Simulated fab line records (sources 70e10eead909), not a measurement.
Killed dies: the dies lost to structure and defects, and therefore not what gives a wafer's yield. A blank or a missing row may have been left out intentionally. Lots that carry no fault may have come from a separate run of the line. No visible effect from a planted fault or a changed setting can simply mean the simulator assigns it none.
fab line records	flow nand_harc
record lots=6	wafers=18	last_day=33
route steps=1302 shown A_CONTACT@992
lots with no fault: from the same line, run without faults
start_h: the number of hours between the record's first day and the start of the first shown wafer of the lot	wait_h: time in hours since the lot's previous step	" repeats the value in the row above	L1.1+2: a single row standing in for several wafers	- either no value or no given start	* or withheld: withheld	< > ~ a bound
route shown NAME@n: a module of which the file shows steps, and the number in the route of the first	usual: average and standard deviation across the fault-free wafers	same: alike in all rows	chamber/n: place in a boat	sites: the reading at each site	_std_site: standard deviation across them	_edge_site: the outer-site mean with the inner-site mean subtracted	radius_mm: how far each site lies from the wafer's centre	mask NAME#n: copy n	behind: tool/chamber where the wafer was last shaped	hold: the reason the lot was held/the length of the hold in hours/how it ended	device: whichever transistor did not switch (one of n, p or np)	end of line: the route-end tests of the same wafers	for a step that has no rows: nothing shown but its recipe	killed: at the first sort, the dies lost to defects and structure; wafer yield is something else	map: shows each die of a wafer: x if killed, . if not, _ if none is there
set.NAME: the setting as run; set.NAME@STEP: as run at that earlier step	model.NAME: the simulator's own value behind a step, which no gauge read
lots at some steps of the route; a table a step, a row a wafer
services: a tool's chamber out of use, with start hour (start_h, from the record's first day; less than 0 if before it), hours out, and reason
## steps
# step NHARC_A_CONTACT_SOFTBAKE_37
# recipe temp_c=105	time_s=55
# step NHARC_A_CONTACT_EBR_38
# step NHARC_A_CONTACT_EXPOSE_39
# recipe na=1.35	sigma_outer=0.8	dose_mj=58.79	mask_id=A_CC_3
# step NHARC_A_CONTACT_PEB_40
# recipe peb_temp_c=100	peb_time_s=65
# step NHARC_A_CONTACT_DEVELOP_41
# recipe develop_time_s=35	dev_temp_c=23
# step NHARC_A_CONTACT_CD_MEAS_42
# recipe target_cd_nm=300	landing_energy_ev=500
# usual cd_nm=300.4/0.64
lot.wafer	tool	chamber	start_h	wait_h	cd_nm
L428.1	cd_sem-03	0	499.05	-	300.9
L428.4	"	0	"	"	300.9
L428.5	"	0	"	"	301.9
L436.2	cd_sem-02	0	577.39	-	300.5
L436.4	"	0	"	"	300.1
L436.5	"	0	"	"	300.0
L435.2	cd_sem-03	0	581.80	-	300.1
L435.3	"	0	"	"	300.3
L435.4	"	0	"	"	300.3
L447.1	cd_sem-02	0	702.51	-	299.0
L447.3	"	0	"	"	299.8
L447.6	"	0	"	"	299.0
L448.1	cd_sem-02	0	702.67	-	301.0
L448.2	"	0	"	"	301.1
L448.3	"	0	"	"	299.8
L449.1	cd_sem-02	0	704.06	-	299.8
L449.5	"	0	"	"	300.3
L449.6	"	0	"	"	299.5
# step NHARC_A_CONTACT_OVL_MEAS_43
# usual overlay_x_nm=0.0/0.9	overlay_y_nm=-0.2/0.99
lot.wafer	tool	chamber	start_h	wait_h	overlay_x_nm	overlay_y_nm
L428.1	overlay-02	-	499.14	-	1.7	-2.1
L428.4	"	-	"	"	2.0	-2.1
L428.5	"	-	"	"	2.3	-1.8
L436.2	overlay-02	-	577.47	-	-1.2	-0.5
L436.4	"	-	"	"	-1.3	-0.5
L436.5	"	-	"	"	-1.2	-0.8
L435.2	overlay-02	-	581.89	-	-0.8	0.5
L435.3	"	-	"	"	-0.3	-0.1
L435.4	"	-	"	"	-0.6	0.8
L447.1	overlay-01	-	702.60	-	-0.1	1.5
L447.3	"	-	"	"	0.0	1.5
L447.6	"	-	"	"	-0.8	1.7
L448.1	overlay-01	-	702.76	-	0.4	-0.2
L448.2	"	-	"	"	0.5	-0.3
L448.3	"	-	"	"	-0.4	0.3
L449.1	overlay-01	-	704.15	-	-1.1	0.7
L449.5	"	-	"	"	-0.8	0.6
L449.6	"	-	"	"	-0.5	0.6
# step NHARC_A_CONTACT_INSPECT_44
# usual raw_defect_count=76/39
lot.wafer	tool	chamber	start_h	wait_h	raw_defect_count
L428.1	defect_inspect-02	-	499.17	0.0	15
L428.4	"	-	"	"	12
L428.5	"	-	"	"	15
L436.2	defect_inspect-01	-	577.51	0.0	120
L436.4	"	-	"	"	132
L436.5	"	-	"	"	146
L435.2	defect_inspect-02	-	581.92	0.0	39
L435.3	"	-	"	"	31
L435.4	"	-	"	"	38
L447.1	defect_inspect-01	-	702.64	0.0	81
L447.3	"	-	"	"	73
L447.6	"	-	"	"	53
L448.1	defect_inspect-02	-	702.80	0.0	114
L448.2	"	-	"	"	121
L448.3	"	-	"	"	102
L449.1	defect_inspect-02	-	704.19	0.0	31
L449.5	"	-	"	"	43
L449.6	"	-	"	"	36
# step NHARC_A_CONTACT_DESCUM_47
# recipe time_s=3	o2_flow_sccm=200	ar_flow_sccm=0	bias_power_w=0	chemistry=O2
# usual drypump_motor_current_A=5.7/0.5	o2_flow_sccm=200.0/0.6	oes_product_au=0.997/0.011	rf_vpp_V=57.9/0.89	showerhead_plenum_p_Torr=1.99/0.074	throttle_valve_pct=11.311/0.0084
lot.wafer	tool	chamber	start_h	wait_h	drypump_motor_current_A	o2_flow_sccm	oes_product_au	rf_hours_counter_h	rf_vpp_V	showerhead_plenum_p_Torr	throttle_valve_pct
L428.1	rie_diel-11	3	499.24	0.1	5.8	199.2	0.996	7	57.0	2.07	11.311
L428.4	"	0	"	"	5.5	200.0	1.000	8	58.0	1.96	11.306
L428.5	"	3	"	"	5.8	200.6	1.000	-	56.9	2.07	11.310
L436.2	rie_diel-11	1	577.57	0.1	5.8	200.6	0.991	22	58.8	2.07	11.311
L436.4	"	0	"	"	5.6	199.4	0.985	22	57.5	1.96	11.311
L436.5	"	1	"	"	5.8	200.1	0.983	-	58.0	2.07	11.309
L435.4	rie_diel-11	3	581.98	0.1	5.8	199.8	1.007	24	58.3	2.07	11.313
L435.2	"	0	"	"	5.5	201.0	0.994	23	59.3	1.96	11.322
L435.3	"	2	"	"	5.7	199.3	0.993	24	57.3	1.97	11.299
L447.3	rie_diel-11	2	702.70	0.1	5.7	200.2	0.989	12	58.4	1.96	11.328
L447.1	"	1	"	"	5.8	200.5	0.999	14	59.5	2.06	11.311
L447.6	"	2	"	"	5.7	200.6	0.994	-	58.0	1.96	11.307
L448.1	rie_diel-11	3	702.86	0.1	5.8	199.3	1.012	14	58.4	2.06	11.319
L448.3	"	0	"	"	5.5	199.3	1.012	12	58.8	1.95	11.315
L448.2	"	2	"	"	5.7	199.9	0.985	12	57.9	1.96	11.308
L449.1	rie_diel-09	2	704.25	0.1	5.0	199.8	0.991	9	57.6	2.05	11.300
L449.6	"	2	"	"	5.0	199.6	0.990	-	59.0	2.05	11.307
L449.5	"	3	"	"	4.7	199.6	0.997	-	56.5	1.89	11.311
# step NHARC_A_CONTACT_ETCH_48
# recipe target_depth_a=390	over_etch_frac=0.3	time_s=65	ion_energy_ev=80	cf4_flow_sccm=150	ar_flow_sccm=0	rf_w=300	bias_w=100	chemistry=CF4
# usual drypump_motor_current_A=5.7/0.5	oes_product_au=0.999/0.011	rf_vpp_V=152.0/1.1	run_length_s=86.3/0.38	showerhead_plenum_p_Torr=1.83/0.064	throttle_valve_pct=13.283/0.0095
lot.wafer	tool	chamber	start_h	wait_h	drypump_motor_current_A	oes_product_au	rf_hours_counter_h	rf_vpp_V	run_length_s	showerhead_plenum_p_Torr	throttle_valve_pct
L428.1	rie_diel-11	3	499.32	0.1	5.7	0.999	7	153.0	85.5	1.91	13.275
L428.4	"	0	"	"	5.5	0.998	8	153.0	86.2	1.81	13.276
L428.5	"	3	"	"	5.8	1.008	-	153.0	85.5	1.91	13.284
L436.4	rie_diel-11	2	577.65	0.1	5.7	0.996	22	151.1	86.6	1.82	13.282
L436.2	"	0	"	"	5.5	0.993	22	152.7	86.2	1.81	13.280
L436.5	"	3	"	"	5.7	1.000	-	154.3	85.6	1.90	13.273
L435.4	rie_diel-11	1	582.07	0.1	5.8	0.987	23	153.1	86.6	1.90	13.293
L435.2	"	3	"	"	5.8	1.009	24	153.1	85.7	1.90	13.281
L435.3	"	0	"	"	5.5	0.980	23	152.5	86.3	1.81	13.291
L447.3	rie_diel-11	3	702.80	0.1	5.7	1.017	14	152.3	85.6	1.90	13.280
L447.1	"	0	"	"	5.5	1.021	12	151.6	87.0	1.80	13.276
L447.6	"	3	"	"	5.7	1.023	-	154.2	85.4	1.90	13.278
L448.1	rie_diel-11	0	703.12	0.3	5.5	1.012	13	152.4	86.4	1.80	13.278
L448.2	"	1	"	"	5.8	1.004	14	152.2	86.1	1.90	13.264
L448.3	"	3	"	"	5.7	1.017	14	152.2	85.6	1.90	13.289
L449.1	rie_diel-09	2	704.34	0.1	5.0	0.990	9	152.2	86.1	1.89	13.289
L449.6	"	1	"	"	6.2	0.999	-	150.5	86.9	1.73	13.288
L449.5	"	2	"	"	5.0	0.987	-	152.1	86.1	1.89	13.273
# step NHARC_A_CONTACT_ETCH_49
# recipe target_depth_a=2600	over_etch_frac=0.3	time_s=475.3	ion_energy_ev=200	n2_flow_sccm=150	h2_flow_sccm=150	ar_flow_sccm=0	rf_w=400	bias_w=150	chemistry=N2/H2
# usual drypump_motor_current_A=5.7/0.48	oes_product_au=0.997/0.011	rf_vpp_V=432.7/2.3	run_length_s=496.6/0.42	showerhead_plenum_p_Torr=2.12/0.082	throttle_valve_pct=14.171/0.0089
lot.wafer	tool	chamber	start_h	wait_h	drypump_motor_current_A	oes_product_au	rf_hours_counter_h	rf_vpp_V	run_length_s	showerhead_plenum_p_Torr	throttle_valve_pct
L428.4	rie_diel-11	1	-	-	5.8	1.010	9	436.1	496.9	2.22	14.163
L428.1	"	3	"	"	5.8	1.000	7	433.8	495.8	2.22	14.154
L428.5	"	2	"	"	5.7	0.996	-	431.6	496.6	2.11	14.160
L436.4	rie_diel-11	3	-	-	5.8	1.020	23	435.1	495.8	2.21	14.172
L436.2	"	1	"	"	5.8	0.990	22	436.8	496.6	2.21	14.169
L436.5	"	2	"	"	5.7	1.007	-	432.5	496.7	2.10	14.172
L435.3	rie_diel-11	0	-	-	5.5	0.997	23	432.4	497.0	2.09	14.165
L435.2	"	1	"	"	5.8	0.993	23	434.0	496.5	2.21	14.154
L435.4	"	3	"	"	5.8	1.010	24	436.1	495.7	2.21	14.175
L447.1	rie_diel-11	3	-	-	5.8	1.011	14	435.3	496.2	2.20	14.174
L447.3	"	0	"	"	5.5	1.023	13	431.2	496.5	2.08	14.166
L447.6	"	3	"	"	5.8	1.013	-	433.9	495.7	2.20	14.167
L448.2	rie_diel-11	2	-	-	5.7	0.987	12	434.1	496.7	2.10	14.159
L448.3	"	3	"	"	5.7	1.022	14	435.2	496.2	2.20	14.160
L448.1	"	1	"	"	5.8	0.993	14	433.5	496.9	2.20	14.173
L449.1	rie_diel-09	1	-	-	6.2	0.998	9	428.7	497.4	1.99	14.173
L449.6	"	1	"	"	6.2	1.008	-	429.3	497.4	1.99	14.176
L449.5	"	2	"	"	5.0	0.991	-	434.8	496.9	2.19	14.179
# step NHARC_A_CONTACT_ETCH_50
# recipe target_depth_a=1210	time_s=60.5	cf4_flow_sccm=100	chf3_flow_sccm=30	ar_flow_sccm=0	rf_w=500	bias_w=200	chemistry=CF4/CHF3
# usual drypump_motor_current_A=5.6/0.46	oes_product_au=0.945/0.023	rf_vpp_V=372.3/2.2	run_length_s=81.8/0.35	showerhead_plenum_p_Torr=1.63/0.059	throttle_valve_pct=16.802/0.0093
lot.wafer	tool	chamber	start_h	wait_h	drypump_motor_current_A	oes_product_au	rf_hours_counter_h	rf_vpp_V	run_length_s	showerhead_plenum_p_Torr	throttle_valve_pct
L428.1	rie_diel-11	1	-	-	5.7	0.977	9	375.3	81.7	1.70	16.792
L428.4	"	3	"	"	5.7	0.973	8	373.8	81.2	1.70	16.816
L428.5	"	1	"	"	5.7	0.982	-	373.5	81.7	1.70	16.799
L436.4	rie_diel-11	3	-	-	5.8	0.985	23	374.6	81.0	1.69	16.802
L436.2	"	0	"	"	5.5	0.956	22	371.5	81.9	1.61	16.797
L436.5	"	2	"	"	5.7	0.949	-	373.6	82.6	1.62	16.790
L435.4	rie_diel-11	1	-	-	5.8	0.969	23	375.2	82.0	1.69	16.789
L435.3	"	2	"	"	5.7	0.982	24	371.6	81.7	1.62	16.810
L435.2	"	0	"	"	5.5	0.959	23	371.7	81.8	1.61	16.805
L447.1	rie_diel-11	2	-	-	5.6	0.932	13	370.9	81.7	1.61	16.789
L447.3	"	3	"	"	5.8	0.958	14	374.9	81.3	1.69	16.817
L447.6	"	2	"	"	5.6	0.925	-	372.0	81.9	1.61	16.786
L448.2	rie_diel-11	2	-	-	5.7	0.943	14	371.5	82.0	1.61	16.816
L448.3	"	3	"	"	5.7	0.957	15	373.7	81.2	1.69	16.788
L448.1	"	1	"	"	5.8	0.968	15	373.2	81.6	1.69	16.803
L449.1	rie_diel-09	3	-	-	4.7	0.975	7	369.7	81.8	1.55	16.782
L449.5	"	0	"	"	6.2	0.994	-	371.3	81.8	1.64	16.796
L449.6	"	1	"	"	6.2	0.988	-	368.5	82.4	1.54	16.811
# step NHARC_A_CONTACT_ETCH_51
# recipe target_depth_a=70000	over_etch_frac=0.3	time_s=1820	ion_energy_ev=150	o2_flow_sccm=400	cos_flow_sccm=20	ar_flow_sccm=0	rf_w=500	bias_w=300	chemistry=O2/COS
# usual drypump_motor_current_A=5.7/0.48	o2_flow_sccm=400.1/1.1	oes_product_au=0.997/0.011	rf_vpp_V=315.7/1.7	run_length_s=1841.3/0.38	showerhead_plenum_p_Torr=3.23/0.11	throttle_valve_pct=28.331/0.009
lot.wafer	tool	chamber	start_h	wait_h	drypump_motor_current_A	o2_flow_sccm	oes_product_au	rf_hours_counter_h	rf_vpp_V	run_length_s	showerhead_plenum_p_Torr	throttle_valve_pct
L428.4	rie_diel-11	0	500.04	-	5.5	399.9	0.993	8	315.0	1841.5	3.20	28.334
L428.1	"	3	"	"	5.8	400.3	1.001	8	317.3	1840.9	3.37	28.338
L428.5	"	1	"	"	5.8	398.9	1.005	-	317.4	1841.3	3.37	28.318
L436.4	rie_diel-11	2	578.18	-	5.7	400.6	1.006	23	315.0	1841.8	3.21	28.343
L436.2	"	0	"	"	5.5	399.9	0.984	22	316.6	1841.6	3.19	28.329
L436.5	"	3	"	"	5.7	399.5	1.008	-	318.0	1840.7	3.36	28.335
L435.2	rie_diel-11	2	582.59	-	5.7	401.6	1.001	24	314.2	1841.3	3.21	28.340
L435.3	"	3	"	"	5.8	400.2	1.006	25	317.2	1840.4	3.36	28.324
L435.4	"	1	"	"	5.7	400.3	1.000	24	316.8	1841.6	3.36	28.324
L447.1	rie_diel-11	1	703.50	-	5.8	401.4	0.996	14	317.4	1683.4	3.35	28.336
L447.3	"	0	"	"	5.5	401.6	1.017	13	315.1	1683.6	3.18	28.327
L447.6	"	2	"	"	5.7	401.6	0.983	-	315.4	1683.2	3.20	28.339
L448.2	rie_diel-11	3	704.36	-	5.8	401.7	0.996	15	319.6	1682.6	3.35	28.315
L448.3	"	0	"	"	5.5	399.8	1.020	14	314.5	1683.3	3.18	28.320
L448.1	"	2	"	"	5.7	398.0	0.999	14	314.6	1683.5	3.20	28.328
L449.1	rie_diel-09	0	704.86	-	6.1	400.5	1.013	8	315.9	1841.5	3.25	28.347
L449.6	"	0	"	"	6.1	399.8	1.006	-	314.8	1841.8	3.25	28.334
L449.5	"	1	"	"	6.2	401.1	1.005	-	313.9	1842.0	3.05	28.335
# step NHARC_A_CONTACT_ETCH_111
# recipe source_w=withheld	pressure_mtorr=20	bias_v=withheld	time_s=140	target_depth_a=7000	ar_flow_sccm=withheld	c4f8_flow_sccm=withheld	o2_flow_sccm=withheld	chemistry=C4F8/O2/Ar
# usual run_length_s=141.0/0.37
lot.wafer	tool	chamber	start_h	wait_h	rf_hours_counter_h	run_length_s
L428.1	har_cap_etch-02	0	501.28	-	86	140.3
L428.4	"	0	"	"	-	140.7
L428.5	"	1	"	"	-	141.0
L436.2	har_cap_etch-02	0	579.39	-	103	140.6
L436.4	"	0	"	"	-	141.3
L436.5	"	0	"	"	-	140.8
L435.2	har_cap_etch-02	1	583.84	-	105	141.0
L435.4	"	0	"	"	-	140.9
L435.3	"	1	"	"	-	140.8
L447.1	har_cap_etch-02	1	704.74	-	128	140.8
L447.3	"	1	"	"	-	140.7
L447.6	"	1	"	"	-	141.1
L448.1	har_cap_etch-03	1	705.58	-	77	141.4
L448.2	"	0	"	"	77	141.8
L448.3	"	0	"	"	-	141.8
L449.1	har_cap_etch-01	1	707.01	-	34	141.2
L449.6	"	1	"	"	-	140.6
L449.5	"	0	"	"	-	141.0
## services
tool	chamber	start_h	hours	kind
har_cap_etch-03	-	476.02	2.0	repair
rie_diel-11	0	490.53	-	clean
rie_diel-11	1	490.53	-	clean
rie_diel-11	2	490.53	-	clean
rie_diel-11	3	490.53	-	clean
har_cap_etch-01	-	497.00	17.0	pm
rie_diel-09	-	497.17	9.0	pm
rie_diel-11	0	515.03	-	clean
rie_diel-11	1	515.03	-	clean
rie_diel-11	2	515.03	-	clean
rie_diel-11	3	515.03	-	clean
rie_diel-11	0	539.53	-	clean
rie_diel-11	1	539.53	-	clean
rie_diel-11	2	539.53	-	clean
rie_diel-11	3	539.53	-	clean
rie_diel-09	1	539.60	45.0	repair
har_cap_etch-01	-	558.80	24.6	repair
rie_diel-11	0	564.03	-	clean
rie_diel-11	1	564.03	-	clean
rie_diel-11	0	568.61	6.3	repair
rie_diel-09	0	589.90	6.2	repair
rie_diel-11	-	609.53	9.0	pm
rie_diel-11	0	659.83	12.7	repair
rie_diel-09	-	674.17	9.0	pm
## key
first_sign step=NHARC_A_CONTACT_ETCH_51	reading=run_length_s	direction=down	sigmas=99+	usual=*	struck=*
effect none on later readings
met_at NHARC_A_CONTACT_ETCH_51
struck_wafers L447.1,L447.3,L447.6,L448.1,L448.2,L448.3
tester_left_out L447,L448
onset_between 582.59 703.50
fault kind=process_parameter_drift	tool=rie_diel-11	chamber=-	onset_h=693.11	steps=NHARC_A_CONTACT_ETCH_51	channel=time_s	offset=*	shape=step	end_h=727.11	acts_in=*	stated=*
# tester_left_out: of these lots the tester's yield and bins aren't shown, on N5 and GAA mostly nor the transistor test; their killed dies are dies lost to structure and defects alone, not to doping, threshold or leakage, so they don't give the yield
